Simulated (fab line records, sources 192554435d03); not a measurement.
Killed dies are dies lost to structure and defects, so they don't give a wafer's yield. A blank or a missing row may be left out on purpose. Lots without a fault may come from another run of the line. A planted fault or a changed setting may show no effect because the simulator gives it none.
Chamber matching | flow n5_finfet | N5_BEOL_M8_DESCUM_16 on rie_diel-02: 4 sister chambers
The step chemistry O2, time 7.9 s. 8 wafers are shown with their chamber, then 7 later ones without.

WAFERS WITH THEIR CHAMBER
wafer  | chamber | showerhead_plenum_p_Torr (Torr) | drypump_motor_current_A (A)
L080.6 | 2       | 2.15                            | 5.9
L082.1 | 3       | 2.12                            | 5.4
L082.4 | 1       | 2.14                            | 5.0
L086.1 | 3       | 2.11                            | 5.4
L086.2 | 2       | 2.14                            | 5.9
L086.4 | 0       | 1.97                            | 5.7
L088.2 | 1       | 2.14                            | 4.9
L088.5 | 0       | 1.97                            | 5.6

WAFERS WITHOUT THEIR CHAMBER
wafer  | showerhead_plenum_p_Torr (Torr) | drypump_motor_current_A (A)
L088.6 | 2.11                            | 5.4
L094.4 | 1.97                            | 5.7
L094.5 | 2.13                            | 4.9
L094.6 | 2.13                            | 5.9
L095.2 | 2.13                            | 5.0
L095.4 | 2.13                            | 5.0
L095.5 | 1.97                            | 5.7

WHICH CHAMBER EACH WENT THROUGH
wafer  | from the rows above | in truth
L088.6 | 3                   | 3
L094.4 | 0                   | 0
L094.5 | 1                   | 1
L094.6 | 2                   | 2
L095.2 | 1                   | 1
L095.4 | 1                   | 1
L095.5 | 0                   | 0
Placed correctly: 7 of 7. Can't be placed from these rows: 0. Placed wrongly: 0.
How it was worked out, from the rows above alone: a wafer's distance from a chamber is the root of the sum, over the readings, of the square of ((its reading less the chamber's mean) divided by the reading's scatter). The wafer belongs to the nearest chamber; if the next one is less than 2 further off, it can't be placed. A chamber's mean is the mean of its shown wafers. The scatter: the root of (the sum of the squares of (reading less its chamber's mean) over the shown wafers, divided by (wafers less chambers)).
